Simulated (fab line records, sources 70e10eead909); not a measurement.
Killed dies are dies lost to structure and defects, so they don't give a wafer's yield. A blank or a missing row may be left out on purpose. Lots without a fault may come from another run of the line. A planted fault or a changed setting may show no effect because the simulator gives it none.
One fault seen from 3 desks | flow nand_harc | each desk has only its own numbers; what lay behind them comes last

THE DEFECT DESK
What the inspections along the route counted, lot by lot: means of the sampled wafers that have a number. A lot is out of limits, marked OUT, if its mean lies more than 4 standard deviations from the usual mean; the brackets give that distance.
Columns: A = raw_defect_count at NHARC_A_M1_INSPECT_11, usual 81
lot  | first seen here | A
L716 | day 27 23:48    | 132
L717 | day 28 01:32    | 110
L726 | day 31 00:55    | 106
L729 | day 32 14:32    | 29
L731 | day 33 09:02    | 46
This desk's finding: nothing out of limits on any of the 5 lots.

THE TOOL OWNER'S DESK: rie_diel-05
The tool's own readings at NHARC_A_M1_ETCH_28 (etches the open film in CF4/N2, target depth 30 nm, time 72.99 s): means of the sampled wafers that have a number, for each lot that ran on this tool. A lot is out of limits, marked OUT, if its mean lies more than 4 standard deviations from the usual mean; the brackets give that distance.
Columns: A = drypump_motor_current_A at NHARC_A_M1_ETCH_28, usual 5.6 A; B = oes_product_au at NHARC_A_M1_ETCH_28, usual 1.000 a.u.; C = rf_vpp_V at NHARC_A_M1_ETCH_28, usual 313.5 V; D = showerhead_plenum_p_Torr at NHARC_A_M1_ETCH_28, usual 2.59 Torr; E = throttle_valve_pct at NHARC_A_M1_ETCH_28, usual 19.794 %
lot  | first seen here | A   | B               | C     | D    | E
L717 | day 28 02:14    | 5.7 | 0.996           | 312.9 | 2.59 | 19.793
L726 | day 31 01:37    | 5.9 | 0.882 (-16) OUT | 314.3 | 2.60 | 19.799
This desk's finding: out of limits on L726; first on L726, day 31 01:37 (oes_product_au at NHARC_A_M1_ETCH_28). In limits: L717.

THE METROLOGY DESK
What the gauges read, lot by lot, whatever tool the lot ran on: means of the sampled wafers that have a number. A lot is out of limits, marked OUT, if its mean lies more than 4 standard deviations from the usual mean; the brackets give that distance.
Columns: A = cd_nm at NHARC_A_M1_CD_MEAS_09, usual 120.0 nm; B = overlay_x_nm at NHARC_A_M1_OVL_MEAS_10, usual 0.0 nm; C = overlay_y_nm at NHARC_A_M1_OVL_MEAS_10, usual 0.1 nm; D = cd_nm at NHARC_A_M1_CD_MEAS_16, usual 120.0 nm
lot  | first seen here | A     | B    | C    | D
L716 | day 27 23:41    | 119.5 | 0.9  | 1.0  | 119.2
L717 | day 28 01:25    | 120.4 | -1.4 | -0.4 | 120.1
L726 | day 31 00:48    | 119.6 | -0.3 | -0.8 | 119.1
L729 | day 32 14:25    | 119.8 | -0.4 | -0.1 | 119.8
L731 | day 33 08:54    | 120.4 | -0.8 | 0.0  | 120.5
This desk's finding: nothing out of limits on any of the 5 lots.

PUT TOGETHER
The tool owner's desk could have raised an alarm at day 31 01:37, on L726.
The defect desk saw nothing out of limits.
The metrology desk saw nothing out of limits.
The defect desk has L726 on record, within its limits.
The metrology desk has L726 on record, within its limits.
Of the lots named, all ran NHARC_A_M1_ETCH_28 on rie_diel-05.

WHAT THE SIMULATOR HAD PUT IN
Process parameter drift: rie_diel-05, from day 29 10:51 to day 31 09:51, at NHARC_A_M1_ETCH_28. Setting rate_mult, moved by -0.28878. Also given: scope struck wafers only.
Lots struck among those shown: L726.
Hours from the fault's start to each desk's first reading out of limits: the tool owner's desk, 39.
